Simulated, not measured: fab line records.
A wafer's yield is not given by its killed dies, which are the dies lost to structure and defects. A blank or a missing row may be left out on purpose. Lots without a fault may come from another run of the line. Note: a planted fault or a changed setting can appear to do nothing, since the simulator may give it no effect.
Matching of chambers	flow n5Finfet	rieDiel-06 running N5_DUMMY_GATE_ETCH_31: 4 sister chambers
The step etches SiO2 in C4F6/O2, target depth 82.5 nm, time 27.5 s. 8 wafers are shown with their chamber, then 7 later ones without.

## WAFERS WITH THEIR CHAMBER
wafer	chamber	drypumpMotorCurrentA (A)	showerheadPlenumPTorr (Torr)
L077.5	2	6.5	2.82
L087.1	3	5.5	2.86
L087.2	1	5.4	2.82
L091.1	0	6.4	2.98
L091.2	3	5.4	2.86
L091.3	1	5.4	2.82
L092.2	0	6.4	2.98
L092.4	2	6.5	2.81

## WAFERS MISSING THEIR CHAMBER
wafer	drypumpMotorCurrentA (A)	showerheadPlenumPTorr (Torr)
L092.6	5.5	2.86
L093.2	5.4	2.85
L093.3	5.4	2.82
L093.6	5.5	2.85
L094.3	6.5	2.81
L094.4	6.4	2.98
L094.5	6.4	2.98

## WHICH CHAMBER EACH WENT THROUGH
wafer	from the rows above	in truth
L092.6	3	3
L093.2	3	3
L093.3	1	1
L093.6	3	3
L094.3	2	2
L094.4	0	0
L094.5	0	0
Correct placement for 7 of the 7. Left unplaced by these rows: 0. Number placed wrongly: 0.
How it was worked out, from the rows above alone: a wafer's distance from a chamber is the root of the sum, over the readings, of the square of ((its reading less the chamber's mean) divided by the reading's scatter). If the next closest chamber is less than 2 further off than the closest, the wafer can't be placed; otherwise it belongs to the closest. For every chamber, the mean is computed from those of its wafers that are shown. The scatter: the root of (the sum of the squares of (reading less its chamber's mean) over the shown wafers, divided by (wafers less chambers)).
